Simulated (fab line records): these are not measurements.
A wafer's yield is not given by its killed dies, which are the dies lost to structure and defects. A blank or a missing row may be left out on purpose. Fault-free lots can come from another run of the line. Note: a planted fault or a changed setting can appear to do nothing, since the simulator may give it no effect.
fab line records	flow nandHarc
[record] lots = 11	wafers = 33	lastDay = 33
route steps=1302 shown A_ONON_D1@433 A_CHANNEL_HOLE_D1@459
lots with no fault: from the same line, run without faults
startH: hours from the record's opening day to when the first of the lot's shown wafers began	waitH: hours from the lot's prior step to this one	" unchanged from the row above	L1.1+2: one row covering several wafers at once	- either no value or no given start	* or withheld: withheld	< > ~ a bound
route shown NAME@n: names a module that has steps shown in the file, with the first one's number in the route	usual: mean/standard deviation taken from wafers without a fault	same: alike in all rows	chamber/n: place in a boat	sites: per-site readings	_std_site: their standard deviation	_edge_site: the outer-site mean with the inner-site mean subtracted	radiusMm: how far each site lies from the wafer's centre	mask NAME#n: copy n	behind: tool/chamber where the wafer was last shaped	hold: reason for holding the lot/hours on hold/outcome of the hold	device: the transistor (n, p or np) that didn't switch	end of line: the same wafers' tests at the end of the route	a step given without rows: its recipe and nothing more	killed: dies lost to structure and defects at the first sort, not the wafer's yield	map: per-die view of a wafer (x killed, . not killed, _ where there is no die)
set.NAME: the run value of the setting; set.NAME@STEP: its run value at that earlier step	model.NAME: the simulator's own value behind a step, which no gauge read
a sample of lots followed through the steps of the route, with each step as a table and each wafer as a row
services: a tool's chamber out of use, with start hour (startH, from the record's first day; less than 0 if before it), hours out, and reason
[[steps]]
[step NHARC_A_ONON_D1_THK_MEAS_14]
[recipe] thkMeasGauge = ellipsometry
[usual] thkNm = 998/11
lot.wafer	tool	chamber	startH	waitH	thkNm
L185.1	filmMetro-02	-	165.61	-	969
L185.5	"	-	"	"	972
L185.6	"	-	"	"	970
L187.1	filmMetro-02	-	193.48	-	1003
L187.3	"	-	"	"	1005
L187.5	"	-	"	"	1002
L190.3	filmMetro-02	-	214.64	-	1000
L190.5	"	-	"	"	998
L190.6	"	-	"	"	999
L193.1	filmMetro-02	-	238.36	-	992
L193.3	"	-	"	"	991
L193.6	"	-	"	"	990
L192.3	filmMetro-01	-	238.37	-	989
L192.4	"	-	"	"	988
L192.5	"	-	"	"	987
L194.1	filmMetro-02	-	254.66	-	985
L194.4	"	-	"	"	985
L194.5	"	-	"	"	985
L196.3	filmMetro-02	-	273.01	-	1002
L196.5	"	-	"	"	1000
L196.6	"	-	"	"	1002
L202.2	filmMetro-01	-	333.95	-	993
L202.3	"	-	"	"	993
L202.5	"	-	"	"	993
L205.2	filmMetro-01	-	360.90	-	1008
L205.4	"	-	"	"	1009
L205.6	"	-	"	"	1009
L206.3	filmMetro-01	-	382.80	-	1006
L206.5	"	-	"	"	1008
L206.6	"	-	"	"	1006
L207.2	filmMetro-01	-	386.68	-	991
L207.3	"	-	"	"	990
L207.5	"	-	"	"	991
[step NHARC_A_CHANNEL_HOLE_D1_EXPOSE_07]
[recipe] na = 1.35	targetCdNm = 100	sigmaOuter = 0.3	doseMj = 59.65	maskId = HOLE_D1
[usual] exposureDoseMJCm2 = 59.63/0.059
lot.wafer	tool	chamber	startH	waitH	mask	exposureDoseMJCm2
L185.1	arfiScanner-02	0	180.85	-	HOLE_D1#0	59.66
L185.5	"	0	"	"	HOLE_D1#0	59.68
L185.6	"	0	"	"	HOLE_D1#0	59.63
L187.1	arfiScanner-03	0	209.52	-	HOLE_D1#0	59.68
L187.3	"	0	"	"	HOLE_D1#0	59.58
L187.5	"	0	"	"	HOLE_D1#0	59.65
L190.3	arfiScanner-03	0	230.56	-	HOLE_D1#0	59.68
L190.5	"	0	"	"	HOLE_D1#0	59.69
L190.6	"	0	"	"	HOLE_D1#0	59.72
L192.3	arfiScanner-01	0	256.91	-	HOLE_D1#0	59.61
L192.4	"	0	"	"	HOLE_D1#0	59.61
L192.5	"	0	"	"	HOLE_D1#0	59.72
L193.1	arfiScanner-03	0	257.45	-	HOLE_D1#0	59.74
L193.3	"	0	"	"	HOLE_D1#0	59.68
L193.6	"	0	"	"	HOLE_D1#0	59.69
L194.1	arfiScanner-03	0	274.81	-	HOLE_D1#0	59.76
L194.4	"	0	"	"	HOLE_D1#0	59.60
L194.5	"	0	"	"	HOLE_D1#0	59.70
L196.3	arfiScanner-03	0	286.66	-	HOLE_D1#0	62.96
L196.5	"	0	"	"	HOLE_D1#0	62.94
L196.6	"	0	"	"	HOLE_D1#0	62.98
L202.2	arfiScanner-03	0	347.47	-	HOLE_D1#0	62.42
L202.3	"	0	"	"	HOLE_D1#0	62.40
L202.5	"	0	"	"	HOLE_D1#0	62.39
L205.2	arfiScanner-02	0	378.79	-	HOLE_D1#0	59.59
L205.4	"	0	"	"	HOLE_D1#0	59.62
L205.6	"	0	"	"	HOLE_D1#0	59.61
L206.3	arfiScanner-01	0	395.67	-	HOLE_D1#0	59.54
L206.5	"	0	"	"	HOLE_D1#0	59.54
L206.6	"	0	"	"	HOLE_D1#0	59.48
L207.2	arfiScanner-01	0	403.64	-	HOLE_D1#0	59.63
L207.3	"	0	"	"	HOLE_D1#0	59.56
L207.5	"	0	"	"	HOLE_D1#0	59.61
[step NHARC_A_CHANNEL_HOLE_D1_CD_MEAS_10]
[recipe] targetCdNm = 100	landingEnergyEv = 500
[usual] cdNm = 100.1/0.45
lot.wafer	tool	chamber	startH	waitH	cdNm
L185.1	cdSem-01	0	181.00	-	100.6
L185.5	"	0	"	"	99.9
L185.6	"	0	"	"	100.0
L187.1	cdSem-03	0	209.66	-	99.9
L187.3	"	0	"	"	100.5
L187.5	"	0	"	"	100.3
L190.3	cdSem-03	0	230.69	-	100.1
L190.5	"	0	"	"	100.2
L190.6	"	0	"	"	100.1
L192.3	cdSem-02	0	257.05	-	100.3
L192.4	"	0	"	"	100.1
L192.5	"	0	"	"	99.6
L193.1	cdSem-02	0	257.59	-	99.7
L193.3	"	0	"	"	100.1
L193.6	"	0	"	"	99.7
L194.1	cdSem-02	0	274.95	-	100.1
L194.4	"	0	"	"	100.4
L194.5	"	0	"	"	100.6
L196.3	cdSem-03	0	286.80	-	102.4
L196.5	"	0	"	"	102.1
L196.6	"	0	"	"	102.8
L202.2	cdSem-03	0	347.60	-	101.9
L202.3	"	0	"	"	102.4
L202.5	"	0	"	"	102.7
L205.2	cdSem-03	0	378.93	-	99.5
L205.4	"	0	"	"	99.7
L205.6	"	0	"	"	99.9
L206.3	cdSem-01	0	395.80	-	100.4
L206.5	"	0	"	"	100.5
L206.6	"	0	"	"	100.2
L207.2	cdSem-02	0	403.78	-	100.4
L207.3	"	0	"	"	100.0
L207.5	"	0	"	"	99.7
[step NHARC_A_CHANNEL_HOLE_D1_ETCH_39]
[recipe] targetDepthA = 2600	overEtchFrac = 0.3	timeS = 325	ionEnergyEv = 200	n2FlowSccm = 150	h2FlowSccm = 150	arFlowSccm = 0	rfW = 400	biasW = 150	chemistry = N2/H2
[usual] chamberPressureMTorr = 30.000/0.027	drypumpMotorCurrentA = 5.8/0.38	h2FlowSccm = 150.0/0.45	mfcArSccm = 0.003/0.007	oesProductAu = 0.999/0.0084	rfVppV = 431/3	showerheadPlenumPTorr = 2.04/0.1	throttleValvePct = 14.173/0.01
[same] overEtchFrac = 0.3
lot.wafer	tool	chamber	startH	waitH	chamberPressureMTorr	drypumpMotorCurrentA	h2FlowSccm	mfcArSccm	oesProductAu	rfHoursCounterH	rfVppV	showerheadPlenumPTorr	throttleValvePct
L185.1	rieDiel-03	0	-	-	29.987	6.0	150.7	0	0.989	17	432	2.07	14.169
L185.5	"	3	"	"	29.982	6.1	150.5	0	1.000	-	432	2.05	14.172
L185.6	"	0	"	"	30.010	6.0	150.8	0	1.009	-	430	2.07	14.169
L187.1	rieDiel-03	1	-	-	29.997	5.2	150.5	0	0.999	36	426	1.87	14.178
L187.3	"	2	"	"	30.011	5.0	148.9	0.008	0.999	30	432	2.01	14.181
L187.5	"	0	"	"	30.020	6.0	149.9	0	0.992	-	432	2.06	14.182
L190.3	rieDiel-11	3	-	-	29.996	5.4	150.2	0	1.002	11	433	2.08	14.167
L190.5	"	0	"	"	29.990	6.1	150.5	0	0.999	-	427	1.89	14.183
L190.6	"	1	"	"	29.973	5.7	149.9	0	1.008	-	434	2.12	14.181
L192.3	rieDiel-12	2	-	-	29.990	6.4	149.5	0	1.003	49	430	2.03	14.162
L192.4	"	0	"	"	30.000	6.2	149.3	0	0.996	53	429	1.99	14.160
L192.5	"	2	"	"	30.007	6.3	150.0	0	1.008	-	431	2.03	14.165
L193.3	rieDiel-12	1	-	-	29.997	6.2	149.4	0	1.014	51	426	1.89	14.148
L193.1	"	2	"	"	30.001	6.3	150.3	0	1.006	50	431	2.03	14.172
L193.6	"	0	"	"	29.998	6.2	150.0	0	1.000	-	428	1.99	14.160
L194.1	rieDiel-11	2	-	-	30.057	6.1	149.6	0.020	1.008	0	433	2.17	14.160
L194.4	"	0	"	"	29.996	6.2	149.8	0	0.996	0	425	1.89	14.167
L194.5	"	2	"	"	29.999	6.1	149.6	0.020	0.998	-	435	2.17	14.162
L196.3	rieDiel-11	0	-	-	29.995	6.1	150.4	0	0.992	2	427	1.89	14.162
L196.6	"	1	"	"	29.988	5.6	148.9	0	0.980	-	432	2.12	14.160
L196.5	"	2	"	"	29.984	6.1	150.0	0.020	0.993	-	435	2.17	14.193
L202.3	rieDiel-11	3	-	-	30.037	5.4	149.3	0	0.976	6	431	2.08	14.168
L202.2	"	0	"	"	29.983	6.2	150.3	0	0.989	6	425	1.89	14.165
L202.5	"	2	"	"	30.030	6.1	150.0	0.020	0.985	-	432	2.17	14.185
L205.2	rieDiel-03	2	-	-	29.999	5.0	150.8	0.008	1.000	26	428	2.00	14.176
L205.4	"	0	"	"	29.958	6.0	149.6	0	1.004	26	430	2.05	14.186
L205.6	"	2	"	"	29.985	5.0	150.3	0.008	1.001	-	430	2.00	14.163
L206.3	rieDiel-11	0	-	-	29.981	6.1	149.8	0	0.993	9	427	1.88	14.164
L206.5	"	2	"	"	29.999	6.1	150.5	0.020	1.002	-	435	2.17	14.161
L206.6	"	3	"	"	30.031	5.4	149.6	0	1.005	-	431	2.08	14.163
L207.2	rieDiel-11	0	-	-	30.018	6.1	149.8	0	0.999	10	427	1.88	14.192
L207.3	"	2	"	"	30.051	6.1	149.7	0.020	1.000	12	435	2.16	14.174
L207.5	"	0	"	"	30.037	6.1	149.9	0	0.997	-	426	1.88	14.170
[step NHARC_A_CHANNEL_HOLE_D1_ETCH_34]
[recipe] targetDepthA = 1540	timeS = 77	cf4FlowSccm = 100	chf3FlowSccm = 30	arFlowSccm = 0	rfW = 500	biasW = 200	chemistry = CF4/CHF3
[usual] chamberPressureMTorr = 25.000/0.022	chf3FlowSccm = 30.01/0.085	drypumpMotorCurrentA = 5.8/0.38	mfcArSccm = 0.004/0.0072	oesProductAu = 0.948/0.024	rfVppV = 370.9/2.7	showerheadPlenumPTorr = 1.58/0.075	throttleValvePct = 16.803/0.0093
lot.wafer	tool	chamber	startH	waitH	chamberPressureMTorr	chf3FlowSccm	drypumpMotorCurrentA	mfcArSccm	oesProductAu	rfHoursCounterH	rfVppV	showerheadPlenumPTorr	throttleValvePct
L185.1	rieDiel-03	3	-	-	24.986	29.94	6.1	0	0.983	22	371.4	1.58	16.799
L185.6	"	3	"	"	25.020	29.87	6.1	0	0.974	-	373.3	1.58	16.787
L185.5	"	0	"	"	25.024	29.93	6.0	0	0.973	-	370.7	1.59	16.802
L187.1	rieDiel-03	1	-	-	24.960	30.12	5.2	0	0.932	36	365.7	1.45	16.810
L187.3	"	0	"	"	25.043	29.88	6.0	0	0.936	30	369.6	1.59	16.786
L187.5	"	1	"	"	24.992	29.94	5.2	0	0.926	-	366.3	1.45	16.817
L190.3	rieDiel-11	1	-	-	24.981	30.02	5.6	0	0.912	12	373.4	1.63	16.807
L190.5	"	1	"	"	25.014	29.95	5.6	0	0.920	-	372.1	1.63	16.814
L190.6	"	2	"	"	25.027	29.92	6.1	0.020	0.926	-	375.2	1.67	16.811
L192.4	rieDiel-12	2	-	-	25.005	30.04	6.3	0	0.993	50	371.8	1.57	16.806
L192.3	"	1	"	"	24.972	29.94	6.2	0	0.968	50	367.8	1.47	16.808
L192.5	"	2	"	"	24.958	29.94	6.3	0	0.994	-	370.7	1.57	16.796
L193.1	rieDiel-12	3	-	-	24.945	30.04	5.9	0	0.930	51	366.5	1.46	16.788
L193.3	"	0	"	"	24.986	30.11	6.2	0	0.937	54	368.9	1.54	16.825
L193.6	"	2	"	"	24.983	29.92	6.3	0	0.928	-	369.7	1.57	16.804
L194.1	rieDiel-11	2	-	-	25.008	30.03	6.1	0.020	0.977	0	373.4	1.67	16.816
L194.4	"	0	"	"	25.017	30.00	6.1	0	0.966	0	367.0	1.47	16.799
L194.5	"	2	"	"	25.004	29.85	6.1	0.020	0.970	-	374.9	1.66	16.807
L196.3	rieDiel-11	2	-	-	25.011	30.03	6.1	0.020	0.960	2	372.7	1.66	16.795
L196.6	"	1	"	"	24.985	30.11	5.6	0	0.979	-	372.2	1.63	16.797
L196.5	"	2	"	"	25.029	29.97	6.1	0.020	0.966	-	373.3	1.66	16.812
L202.3	rieDiel-11	1	-	-	25.011	29.91	5.6	0	0.984	8	373.0	1.63	16.805
L202.2	"	2	"	"	24.993	30.21	6.0	0.020	0.978	8	373.6	1.66	16.802
L202.5	"	0	"	"	25.028	30.06	6.1	0	0.958	-	367.5	1.46	16.795
L205.4	rieDiel-03	2	-	-	24.972	30.06	5.0	0.008	0.961	26	369.4	1.54	16.811
L205.2	"	3	"	"	24.990	30.15	6.2	0	0.967	26	370.7	1.57	16.795
L205.6	"	1	"	"	25.009	29.90	5.2	0	0.973	-	373.4	1.69	16.811
L206.3	rieDiel-11	2	-	-	24.988	30.13	6.1	0.020	0.922	11	374.6	1.66	16.790
L206.5	"	2	"	"	25.018	30.12	6.1	0.020	0.921	-	373.7	1.66	16.795
L206.6	"	3	"	"	25.017	29.99	5.4	0	0.921	-	371.3	1.60	16.819
L207.3	rieDiel-11	2	-	-	25.042	30.07	6.1	0.020	0.921	12	372.7	1.66	16.808
L207.2	"	0	"	"	24.998	30.07	6.2	0	0.924	10	366.7	1.46	16.799
L207.5	"	2	"	"	25.008	29.93	6.1	0.020	0.913	-	374.9	1.66	16.789
[[services]]
tool	chamber	startH	hours	kind
arfiScanner-03	-	159.51	1.4	repair
rieDiel-12	1	159.57	2.8	repair
arfiScanner-01	-	180.70	3.4	repair
rieDiel-11	1	188.05	3.1	repair
rieDiel-12	3	193.36	5.1	repair
arfiScanner-03	-	196.00	4.0	pm
rieDiel-03	3	206.14	10.4	repair
arfiScanner-03	-	221.01	0.7	repair
arfiScanner-02	-	225.44	6.2	repair
arfiScanner-02	-	249.30	11.2	repair
arfiScanner-01	-	252.00	4.0	pm
rieDiel-11	-	255.50	9.0	pm
rieDiel-12	-	268.56	9.0	pm
arfiScanner-01	-	272.08	3.9	repair
arfiScanner-03	-	278.38	1.4	repair
rieDiel-03	-	281.33	9.0	pm
rieDiel-11	0	288.89	7.0	repair
rieDiel-11	3	291.10	7.6	repair
arfiScanner-02	-	312.00	4.0	pm
rieDiel-12	0	328.95	3.0	repair
arfiScanner-03	-	333.84	0.6	repair
rieDiel-03	1	334.10	4.4	repair
arfiScanner-02	-	346.33	2.5	repair
arfiScanner-03	-	368.00	4.0	pm
[[key]]
[firstSign] step = NHARC_A_CHANNEL_HOLE_D1_EXPOSE_07	reading = exposureDoseMJCm2	direction = up	sigmas = 51	usual = 59.63	struck = 62.68
[effect] step = NHARC_A_CHANNEL_HOLE_D1_CD_MEAS_10	reading = cdNm	direction = up	sigmas = 5	usual = 100.1	struck = 102.4	through = controlLoop
metAt NHARC_A_CHANNEL_HOLE_D1_EXPOSE_07
struckLots L196,L202
testerLeftOut L196,L202
[loopTrim] step = NHARC_A_CHANNEL_HOLE_D1_EXPOSE_07	setting = dose	lots = L202
notActingAt NHARC_A_ONON_D1_THK_MEAS_14,NHARC_A_CHANNEL_HOLE_D1_ETCH_39,NHARC_A_CHANNEL_HOLE_D1_ETCH_34
onsetBetween 274.81 286.66
[fault] kind = processParameterDrift	tool = arfiScanner-03	chamber = -	onsetH = 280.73	steps = NHARC_A_CHANNEL_HOLE_D1_EXPOSE_07	channel = doseMj	offset = 3.3956	shape = step	actsIn = theseRecipesOnly	stated = 59.65
// testerLeftOut: of these lots the tester's yield and bins aren't shown, on N5 and GAA mostly nor the transistor test; their killed dies are dies lost to structure and defects alone, not to doping, threshold or leakage, so they don't give the yield
// loopTrim: a control loop set the setting to another value than it would have without faults
